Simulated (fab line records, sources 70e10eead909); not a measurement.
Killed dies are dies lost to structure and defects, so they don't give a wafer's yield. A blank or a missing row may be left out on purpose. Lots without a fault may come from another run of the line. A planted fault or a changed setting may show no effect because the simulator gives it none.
Which tool did it? | flow nand_harc | 12 lots, 36 wafers sampled, at 1 step of a route of 1159

WHAT THE GAUGES READ, wafer by wafer
NHARC_P_BONDPAD_CD_MEAS_13.
lot  | measured     | on        | cd_nm (nm)
L075 | day 6 20:02  | cd_sem-02 | 500.5 499.4 497.2
L076 | day 6 23:59  | cd_sem-01 | 498.7 499.6 502.8
L078 | day 7 10:25  | cd_sem-01 | 498.3 498.4 500.0
L081 | day 8 01:24  | cd_sem-02 | 503.3 499.0 500.8
L084 | day 9 02:19  | cd_sem-02 | 500.7 502.7 501.2
L085 | day 9 17:56  | cd_sem-03 | 497.0 502.0 504.3
L086 | day 10 01:10 | cd_sem-03 | 498.3 503.0 500.7
L089 | day 10 15:33 | cd_sem-02 | 502.5 501.5 497.6
L091 | day 10 19:12 | cd_sem-02 | 500.3 498.9 500.6
L093 | day 11 06:38 | cd_sem-02 | 501.9 506.5 500.8
L094 | day 11 07:58 | cd_sem-01 | 503.9 498.1 496.9
L097 | day 11 22:22 | cd_sem-03 | 496.0 504.6 504.1

WHICH TOOL RAN EACH LOT (tool, then ch and the chambers of the sampled wafers, then the start)
The record holds no process step before these readings.

THE ANSWER, worked out from the rows above alone
Rule: what is usual is taken from the lots themselves. Put in order of their means at a reading, lots are off if they are a third of the lots or fewer, leave a main group of 4 or more, and stand apart from it by a gap of 3 or more times the standard deviation of the main group's means; of several such gaps the widest counts. A main group whose means are all the same, to the digits that the tables above print for the reading, isn't used. A lot without any number at a reading at which 4 lots or more have one is off too. The other lots that the step has rows for count as sound.
No lot is off at any reading shown: from this, nothing can be told.

WHAT THE SIMULATOR HAD PUT IN
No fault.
